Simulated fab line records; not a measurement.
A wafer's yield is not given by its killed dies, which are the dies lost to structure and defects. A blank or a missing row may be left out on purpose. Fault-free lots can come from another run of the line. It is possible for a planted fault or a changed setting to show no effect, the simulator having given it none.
fab line records	flow n5-finfet
[record] lots = 6	wafers = 18	last-day = 19
route steps=1938 shown BEOL_M9@1428 PASSIVATION@1936
lots with no fault: from the same line, run without faults
start-h: start of the lot's first displayed wafer, in hours after the record's first day	wait-h: hours from the lot's prior step to this one	" repeats the value in the row above	L1.1+2: several wafers, shown together as one row	- no value present, or no start provided	* or withheld: withheld	< > ~ a bound
route shown NAME@n: NAME is a module with steps in the file, n the number in the route of the first one	usual: average and standard deviation across the fault-free wafers	same: alike in all rows	chamber/n: place in a boat	sites: the reading at each site	_std_site: standard deviation across them	_edge_site: inner sites' mean taken away from outer sites' mean	radius-mm: how far each site lies from the wafer's centre	mask NAME#n: copy n	behind: the most recent tool/chamber to have shaped the wafer	hold: reason for holding the lot/hours on hold/outcome of the hold	device: whichever transistor did not switch (one of n, p or np)	end of line: the tests these same wafers got at the end of their route	for a step that has no rows: nothing shown but its recipe	killed: dies that structure and defects cost at the first sort, which is not the same as the wafer's yield	map: shows each die of a wafer: x if killed, . if not, _ if none is there
set.NAME: the setting as run; set.NAME@STEP: as run at that earlier step	model.NAME: the simulator's own value behind a step, which no gauge read
a table for each step, a row for each wafer; lots at some steps of the route
services: the hour from which a tool's chamber was out of use, counted from the record's first day as start-h (under 0 if before that day), plus the number of hours and why
[[steps]]
[step N5_BEOL_M9_COAT_22]
[recipe] resist = CAR-EUV	spin-rpm = 1500	resist-thk-nm = 30
[step N5_BEOL_M9_EBR_24]
[recipe] solvent = PGMEA	ebr-width-mm = 1.5
[step N5_BEOL_M9_SOFTBAKE_23]
[recipe] temp-c = 110	time-s = 60	resist = CAR-EUV
[step N5_BEOL_M9_EXPOSE_25]
[recipe] mask-id = V8	na = 0.33	source-shape = annular	sigma-inner = 0.4	sigma-outer = 0.8	polarization = unpolarized	dose-mj = 37.25
[step N5_BEOL_M9_PEB_26]
[recipe] peb-temp-c = 100	peb-time-s = 60	resist = CAR-EUV
[step N5_BEOL_M9_DEVELOP_27]
[recipe] develop-time-s = 30	developer = TMAH	resist = CAR-EUV	rinse-liquid = surfactant-rinse	dry = air-spin	dev-temp-c = 23
[step N5_BEOL_M9_CD_MEAS_28]
[recipe] target-cd-nm = 70	landing-energy-ev = 500	detector = se-inlens	polarity = opening
[usual] cd-nm = 70.1/0.31
lot.wafer	tool	chamber	start-h	wait-h	cd-nm
L451.2	cd-sem-03	0	260.63	-	69.9
L451.3	"	0	"	"	70.2
L451.5	"	0	"	"	70.0
L454.1	cd-sem-03	0	285.88	-	69.8
L454.2	"	0	"	"	70.2
L454.3	"	0	"	"	69.9
L462.2	cd-sem-01	0	340.74	-	70.4
L462.5	"	0	"	"	71.2
L462.6	"	0	"	"	70.4
L464.2	cd-sem-01	0	359.94	-	70.3
L464.4	"	0	"	"	70.7
L464.6	"	0	"	"	70.5
L465.1	cd-sem-01	0	360.08	-	70.1
L465.2	"	0	"	"	69.7
L465.3	"	0	"	"	69.9
L466.1	cd-sem-03	0	373.60	-	70.3
L466.2	"	0	"	"	70.2
L466.4	"	0	"	"	70.3
[step N5_BEOL_M9_OVL_MEAS_29]
[recipe] points-per-wafer = 522
[usual] V8_OVL = -0.2/0.73
[same] points-per-wafer = 522
lot.wafer	tool	chamber	start-h	wait-h	V8_OVL[nm]
L451.2	overlay-02	0	260.67	0.0	-1.2
L451.3	"	0	"	"	-1.6
L451.5	"	0	"	"	-0.5
L454.1	overlay-02	0	285.91	0.0	-0.5
L454.2	"	0	"	"	-0.3
L454.3	"	0	"	"	-0.3
L462.2	overlay-02	0	340.77	0.0	0.6
L462.5	"	0	"	"	0.8
L462.6	"	0	"	"	-0.6
L464.2	overlay-02	0	359.97	0.0	0.2
L464.4	"	0	"	"	-0.1
L464.6	"	0	"	"	-0.2
L465.1	overlay-01	0	360.11	0.0	-0.1
L465.2	"	0	"	"	0.2
L465.3	"	0	"	"	0.5
L466.1	overlay-01	0	373.64	0.0	-0.9
L466.2	"	0	"	"	-0.8
L466.4	"	0	"	"	-0.3
[step N5_BEOL_M9_INSPECT_30]
[recipe] mode = adi	inspect-instrument = brightfield
[usual] raw-defect-count = 405/85
lot.wafer	tool	chamber	start-h	wait-h	raw-defect-count
L451.2	defect-inspect-02	-	260.72	0.0	434
L451.3	"	-	"	"	376
L451.5	"	-	"	"	467
L454.1	defect-inspect-02	-	285.98	0.1	425
L454.2	"	-	"	"	366
L454.3	"	-	"	"	263
L462.2	defect-inspect-01	-	340.83	0.0	437
L462.5	"	-	"	"	323
L462.6	"	-	"	"	455
L464.2	defect-inspect-02	-	360.02	0.0	437
L464.4	"	-	"	"	390
L464.6	"	-	"	"	526
L465.1	defect-inspect-01	-	360.17	0.1	292
L465.2	"	-	"	"	443
L465.3	"	-	"	"	334
L466.1	defect-inspect-01	-	373.69	0.1	414
L466.2	"	-	"	"	423
L466.4	"	-	"	"	504
[step N5_BEOL_M9_DESCUM_33]
[recipe] chemistry = O2	time-s = 7	source-power-w = 50	bias-power-w = 20	pressure-mtorr = 20	rf-frequency-hz = 2.712e+07	temp-c = 40	resist = CAR-EUV	o2-flow-sccm = 225
[usual] drypump-motor-current-A = 5.77/0.29	oes-product-au = 0.77/0.074	rf-vpp-V = 242.8/1.3	showerhead-plenum-p-Torr = 2.06/0.07	throttle-valve-pct = 20.47/0.14
[same] time-s = 7
lot.wafer	tool	chamber	start-h	wait-h	drypump-motor-current-A	oes-product-au	rf-hours-counter-h	rf-vpp-V	showerhead-plenum-p-Torr	throttle-valve-pct
L451.2	rie-diel-05	1	261.15	0.4	5.76	0.72	183	244.7	2.17	20.46
L451.3	"	0	"	"	5.49	0.92	38	243.8	2.10	20.53
L451.5	"	0	"	"	5.51	0.91	-	243.0	2.10	20.53
L454.1	rie-diel-05	2	286.01	0.0	5.33	0.71	224	242.5	2.04	20.35
L454.2	"	1	"	"	5.75	0.71	191	243.3	2.17	20.48
L454.3	"	0	"	"	5.50	0.90	45	243.8	2.10	20.53
L462.2	rie-diel-03	0	341.02	0.2	6.43	0.82	62	241.8	2.05	20.48
L462.5	"	3	"	"	5.71	0.72	-	241.3	1.98	20.65
L462.6	"	0	"	"	6.41	0.81	-	240.3	2.05	20.48
L464.2	rie-diel-06	0	360.78	0.8	5.57	0.80	90	242.4	2.03	20.30
L464.4	"	1	"	"	5.64	0.71	222	241.5	2.00	20.62
L464.6	"	0	"	"	5.57	0.79	-	242.8	2.03	20.31
L465.1	rie-diel-05	3	360.97	0.8	5.93	0.78	118	241.6	2.11	20.70
L465.2	"	0	"	"	5.50	0.88	66	244.1	2.09	20.57
L465.3	"	1	"	"	5.77	0.70	211	244.4	2.16	20.50
L466.1	rie-diel-05	1	373.73	0.0	5.76	0.70	214	244.4	2.16	20.51
L466.2	"	2	"	"	5.33	0.70	249	242.5	2.03	20.40
L466.4	"	3	"	"	5.96	0.76	121	244.4	2.11	20.73
[step N5_BEOL_M9_ETCH_76]
[recipe] chemistry = N2/H2	target = underlayer	target-depth-a = 65	mask-material = CAR-EUV	time-s = 5.2	ion-energy-ev = 200	pressure-mtorr = 30	source-w = 840	bias-w = 150	n2-flow-sccm = 200	h2-flow-sccm = 200	ends = cleared
[usual] bias-w = 150.0/0.44	drypump-motor-current-A = 5.78/0.3	etch-rf-on-time-s = 5.23/0.2	oes-product-au = 0.66/0.065	rf-vpp-V = 523.1/2.6	showerhead-plenum-p-Torr = 2.52/0.09	throttle-valve-pct = 17.95/0.21
lot.wafer	tool	chamber	start-h	wait-h	bias-w	drypump-motor-current-A	etch-rf-on-time-s	oes-product-au	rf-hours-counter-h	rf-vpp-V	showerhead-plenum-p-Torr	throttle-valve-pct
L451.2	rie-diel-05	1	261.18	0.0	150.2	5.77	5.09	0.63	184	525.0	2.64	17.84
L451.3	"	0	"	"	149.7	5.53	5.08	0.77	38	527.9	2.61	18.18
L451.5	"	0	"	"	149.9	5.48	5.11	0.78	-	528.0	2.61	18.18
L454.1	rie-diel-05	2	286.05	0.0	150.4	5.33	5.57	0.58	224	523.8	2.48	17.72
L454.2	"	1	"	"	149.3	5.80	5.03	0.62	191	527.0	2.64	17.86
L454.3	"	0	"	"	149.1	5.51	5.07	0.77	45	522.3	2.60	18.16
L462.2	rie-diel-03	0	341.06	0.0	150.6	6.41	5.38	0.69	62	522.0	2.46	17.69
L462.5	"	3	"	"	149.1	5.71	5.29	0.62	-	519.3	2.42	18.21
L462.6	"	0	"	"	149.7	6.44	5.36	0.70	-	521.7	2.46	17.67
L464.2	rie-diel-06	0	360.81	0.0	150.0	5.56	5.41	0.68	90	520.0	2.46	17.79
L464.4	"	1	"	"	150.0	5.61	5.24	0.61	222	520.2	2.42	18.08
L464.6	"	0	"	"	150.2	5.56	5.42	0.68	-	521.9	2.46	17.75
L465.1	rie-diel-05	3	361.01	0.0	150.1	5.94	5.46	0.64	118	524.8	2.58	18.26
L465.2	"	0	"	"	150.0	5.50	5.13	0.73	66	525.2	2.60	18.21
L465.3	"	1	"	"	150.1	5.78	5.09	0.61	211	525.2	2.63	17.89
L466.1	rie-diel-05	1	373.76	0.0	150.4	5.75	5.00	0.62	214	528.0	2.63	17.91
L466.2	"	2	"	"	149.5	5.34	5.55	0.57	249	521.7	2.47	17.76
L466.4	"	3	"	"	149.4	6.00	5.40	0.64	121	525.0	2.58	18.27
[step N5_BEOL_M9_ETCH_65]
[recipe] chemistry = CF4	target = SiARC	target-depth-a = 156	mask-material = CAR-EUV	time-s = 26	ion-energy-ev = 80	pressure-mtorr = 40	source-w = 545	bias-w = 36	Ar_flow_sccm = 100	cf4-flow-sccm = 100	ends = cleared
[usual] bias-w = 36.01/0.11	drypump-motor-current-A = 5.77/0.29	etch-rf-on-time-s = 26.0/1	oes-product-au = 0.67/0.065	rf-vpp-V = 183.6/1.1	showerhead-plenum-p-Torr = 2.12/0.069	throttle-valve-pct = 15.71/0.2
lot.wafer	tool	chamber	start-h	wait-h	bias-w	drypump-motor-current-A	etch-rf-on-time-s	oes-product-au	rf-hours-counter-h	rf-vpp-V	showerhead-plenum-p-Torr	throttle-valve-pct
L451.2	rie-diel-05	1	261.20	0.0	35.92	5.77	25.6	0.63	184	184.3	2.22	15.65
L451.3	"	0	"	"	35.93	5.47	25.3	0.78	38	184.2	2.18	15.85
L451.5	"	0	"	"	35.90	5.48	25.4	0.78	-	184.8	2.18	15.85
L454.1	rie-diel-05	2	286.06	0.0	36.06	5.32	27.9	0.58	224	184.5	2.14	15.88
L454.2	"	1	"	"	35.98	5.77	25.3	0.63	191	184.5	2.22	15.70
L454.3	"	0	"	"	35.99	5.52	25.3	0.77	45	183.2	2.18	15.86
L462.2	rie-diel-03	0	341.08	0.0	36.04	6.42	27.0	0.70	62	184.4	2.07	15.43
L462.5	"	3	"	"	36.06	5.70	26.4	0.62	-	182.8	2.05	15.98
L462.6	"	0	"	"	35.94	6.38	27.1	0.70	-	184.0	2.07	15.44
L464.2	rie-diel-06	0	360.83	0.0	36.04	5.58	26.8	0.69	90	183.9	2.07	15.37
L464.4	"	1	"	"	35.93	5.67	25.8	0.61	222	183.0	2.03	15.76
L464.6	"	0	"	"	35.75	5.58	27.1	0.68	-	184.0	2.07	15.38
L465.1	rie-diel-05	3	361.02	0.0	36.07	5.95	26.8	0.65	118	184.3	2.17	15.90
L465.2	"	0	"	"	36.21	5.50	25.2	0.74	66	183.1	2.17	15.90
L465.3	"	1	"	"	36.17	5.75	24.8	0.62	211	185.2	2.21	15.73
L466.1	rie-diel-05	1	373.78	0.0	36.06	5.76	25.3	0.61	214	185.9	2.21	15.72
L466.2	"	2	"	"	36.06	5.32	27.9	0.57	249	184.2	2.13	15.93
L466.4	"	3	"	"	35.91	5.90	27.3	0.65	121	184.8	2.17	15.90
[step N5_BEOL_M9_ETCH_66]
[recipe] chemistry = N2/H2	target = SOC	target-depth-a = 800	overetch-a = 160	mask-material = SiARC	temp-c = 40	time-s = 120	ion-energy-ev = 200	pressure-mtorr = 30	source-w = 840	bias-w = 150	n2-flow-sccm = 200	h2-flow-sccm = 200
[usual] bias-w = 150.0/0.45	drypump-motor-current-A = 5.78/0.29	oes-product-au = 0.60/0.055	rf-vpp-V = 523.1/2.4	showerhead-plenum-p-Torr = 2.52/0.09	throttle-valve-pct = 17.91/0.21
[same] time-s = 120
lot.wafer	tool	chamber	start-h	wait-h	bias-w	drypump-motor-current-A	oes-product-au	rf-hours-counter-h	rf-vpp-V	showerhead-plenum-p-Torr	throttle-valve-pct	model.SiARC_of_BEOL_M9_COAT_64.thk-nm
L451.2	rie-diel-05	1	261.23	0.0	165.6	5.75	0.55	184	561.1	2.64	17.79	5.4
L451.3	"	0	"	"	165.6	5.50	0.69	38	559.5	2.61	18.13	5.6
L451.5	"	0	"	"	165.6	5.53	0.68	-	559.3	2.61	18.13	5.6
L454.1	rie-diel-05	2	286.09	0.0	165.7	5.32	0.54	224	556.4	2.48	17.69	6.2
L454.2	"	1	"	"	165.4	5.79	0.56	191	561.4	2.64	17.78	5.4
L454.3	"	0	"	"	166.5	5.47	0.68	45	559.4	2.60	18.14	5.6
L462.2	rie-diel-03	0	341.10	0.0	149.9	6.41	0.64	62	522.4	2.46	17.65	6.6
L462.5	"	3	"	"	150.5	5.69	0.56	-	519.6	2.42	18.19	6.6
L462.6	"	0	"	"	150.2	6.41	0.64	-	521.5	2.46	17.66	6.6
L464.2	rie-diel-06	0	360.86	0.0	149.3	5.57	0.62	90	521.3	2.46	17.73	6.6
L464.4	"	1	"	"	150.0	5.64	0.55	222	519.4	2.42	18.04	6.6
L464.6	"	0	"	"	149.6	5.57	0.63	-	521.8	2.46	17.72	6.4
L465.1	rie-diel-05	3	361.05	0.0	150.0	5.93	0.60	118	524.0	2.58	18.21	6.6
L465.2	"	0	"	"	150.0	5.54	0.66	66	524.5	2.59	18.16	6.2
L465.3	"	1	"	"	150.0	5.79	0.55	211	526.9	2.63	17.85	6
L466.1	rie-diel-05	1	373.81	0.0	149.8	5.79	0.55	214	527.3	2.63	17.85	6.2
L466.2	"	2	"	"	149.9	5.34	0.52	249	521.7	2.47	17.72	6.8
L466.4	"	3	"	"	150.2	6.00	0.60	121	524.3	2.58	18.22	6.6
[step N5_BEOL_M9_STRIP_69]
[recipe] chemistry = N2/H2	temp-c = 40	n2-flow-sccm = 200	h2-flow-sccm = 200	rf-frequency-hz = 6e+07
[step N5_PASSIVATION_PROBE_49]
[usual] defect-limited-yield = 91.1/1.4	killed_at_M0_to_M3 = 34/11	killed_at_M4_up = 14/5.6	killed-at-contacts = 13/5.9	killed-at-front-end = 40/11	killed-at-other = 4/3.1	killed-dies = 105/16	killed-open = 68/11	killed-short = 34/8.4	sort_bin_5_function = 5.2/0.86	sort_bin_6_memory = 3.2/0.7	sort_bin_8_speed = 0.1/1.1	sort-n-pass = 1074/21	sort-yield-pct = 91.0/1.8
[same] gross-dies = 1180	killed-at-back-side = 0	sort_bin_4_leakage[%] = 0
lot.wafer	tool	chamber	start-h	wait-h	defect-limited-yield[%]	killed_at_M0_to_M3	killed_at_M4_up	killed-at-contacts	killed-at-front-end	killed-at-other	killed-dies	killed-open	killed-short	sort_bin_5_function[%]	sort_bin_6_memory[%]	sort_bin_8_speed[%]	sort-n-pass	sort-yield-pct[%]
L451.3	prober-02	-	320.27	0.1	89.9	38	16	20	43	2	119	86	19	4.0	4.9	0	1061	89.9
L454.1	prober-01	-	353.65	0.0	91.5	31	5	10	49	5	100	60	32	5.1	2.7	0	1080	91.5
L454.2	prober-01	-	353.70	0.1	93.8	29	4	9	28	3	73	52	21	3.3	2.6	0	1107	93.8
L454.3	prober-01	-	353.75	0.1	91.9	27	9	21	38	1	96	65	31	5.0	2.9	0	1084	91.9
// killed by level:class
L451.3 MOL_CONTACT_COAG:geometric-particle:open=19 BEOL_M0_SAQP:geometric-particle:open=14 HKMG_FIN:area-etch=11 STI_FIN_REVEAL:geometric-particle:open=10 BEOL_M0_SAQP:geometric-particle:short=7 BEOL_M4:geometric-particle:open=7 FIN_SAQP:geometric-particle:open=6 BEOL_M2:geometric-particle:open=5
L454.1 FIN_SAQP:geometric-particle:open=14 MOL_CONTACT_COAG:geometric-particle:open=9 BEOL_M2:geometric-particle:open=9 HKMG_FIN:area-etch=7 FIN_SAQP:geometric-particle:short=6 GATE_CUT:geometric-particle:short=6 STI_FIN_REVEAL:geometric-particle:open=5 BEOL_M0_SAQP:geometric-particle:short=4
L454.2 FIN_SAQP:geometric-particle:open=11 MOL_CONTACT_COAG:geometric-particle:open=8 BEOL_M3:geometric-particle:open=7 FIN_SAQP:geometric-particle:short=5 BEOL_M0_SAQP:geometric-particle:open=4 BEOL_M0:geometric-particle:short=4 BEOL_M1:geometric-particle:open=4 STI_FIN_REVEAL:geometric-particle:open=3
L454.3 MOL_CONTACT_COAG:geometric-particle:open=17 STI_FIN_REVEAL:geometric-particle:open=12 BEOL_M0_SAQP:geometric-particle:open=10 FIN_SAQP:geometric-particle:open=8 BEOL_M0_SAQP:geometric-particle:short=7 FIN_SAQP:geometric-particle:short=4 MOL_CONTACT_COAG:geometric-particle:short=4 STARTING-WAFER:geometric-particle:short=4
[[services]]
tool	chamber	start-h	hours	kind
rie-diel-05	-	249.68	4.3	pm
rie-diel-05	-	290.91	0.9	repair
rie-diel-03	2	334.67	-	clean
rie-diel-03	2	334.67	-	consumable-replace:focus-ring
rie-diel-03	2	334.67	-	consumable-replace:showerhead
rie-diel-03	2	334.67	20.1	scheduled-down
rie-diel-03	2	334.67	20.1	vent-cycle
rie-diel-05	1	356.64	3.1	repair
rie-diel-03	2	373.12	2.4	repair
[[key]]
[first-sign] step = N5_BEOL_M9_ETCH_66	reading = bias-w	direction = up	sigmas = 35	usual = *	struck = *
[effect] step = N5_BEOL_M9_ETCH_66	reading = rf-vpp-V	direction = up	sigmas = 15	usual = 523.1	struck = 559.5
[model-effect] step = N5_BEOL_M9_ETCH_66	value = SiARC_of_BEOL_M9_COAT_64.thk-nm	without = 6.3	struck = 5.633
met-at N5_BEOL_M9_ETCH_66
struck-wafers L451.2,L451.3,L451.5,L454.1,L454.2,L454.3
[baseline-loss] step = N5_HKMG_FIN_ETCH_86	wafers = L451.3
[fault] kind = process-parameter-drift	tool = rie-diel-05	chamber = -	onset-h = 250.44	steps = N5_BEOL_M9_ETCH_66	channel = bias-w	offset = *	shape = step	end-h = 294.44	acts-in = *	stated = *
// baseline-loss: these wafers lose ten dies or more at that step, a loss of the line's own and not of a fault; the sort's usual values leave them out
